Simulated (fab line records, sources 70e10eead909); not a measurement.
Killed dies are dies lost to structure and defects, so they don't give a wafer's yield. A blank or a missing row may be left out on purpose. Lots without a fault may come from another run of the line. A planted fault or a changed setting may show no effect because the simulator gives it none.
Chamber matching | flow nand_harc | NHARC_A_CHANNEL_FILL_D2_ETCHBACK_19 on rie_si-01: 4 sister chambers
The step etches the open film in HBr/Cl2, target depth 5 nm, time 1.7 s. 4 wafers are shown with their chamber, then 11 later ones without.

WAFERS WITH THEIR CHAMBER
wafer  | chamber | drypump_motor_current_A (A)
L083.1 | 2       | 4.9
L083.6 | 3       | 5.9
L086.5 | 1       | 6.6
L089.1 | 0       | 5.9

WAFERS WITHOUT THEIR CHAMBER
wafer  | drypump_motor_current_A (A)
L089.2 | 5.9
L089.5 | 5.9
L089.3 | 4.9
L089.4 | 6.6
L089.6 | 5.9
L090.4 | 4.9
L090.5 | 5.8
L090.6 | 5.8
L093.2 | 6.6
L093.4 | 5.9
L093.5 | 5.8

WHICH CHAMBER EACH WENT THROUGH
wafer  | from the rows above     | in truth
L089.2 | can't be placed: 0 or 3 | 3
L089.5 | can't be placed: 0 or 3 | 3
L089.3 | 2                       | 2
L089.4 | 1                       | 1
L089.6 | can't be placed: 0 or 3 | 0
L090.4 | 2                       | 2
L090.5 | can't be placed: 0 or 3 | 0
L090.6 | can't be placed: 0 or 3 | 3
L093.2 | 1                       | 1
L093.4 | can't be placed: 0 or 3 | 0
L093.5 | can't be placed: 0 or 3 | 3
Placed correctly: 4 of 11. Can't be placed from these rows: 7 (the true chamber is among the candidates in 7). Placed wrongly: 0.
How it was worked out, from the rows above alone: a wafer's distance from a chamber is the root of the sum, over the readings, of the square of ((its reading less the chamber's mean) divided by the reading's scatter). The wafer belongs to the nearest chamber; if the next one is less than 2 further off, it can't be placed. A chamber's mean is the mean of its shown wafers. The scatter: with one shown wafer a chamber, the root of the mean of the squares of how far each hidden wafer lies from its nearest shown one.
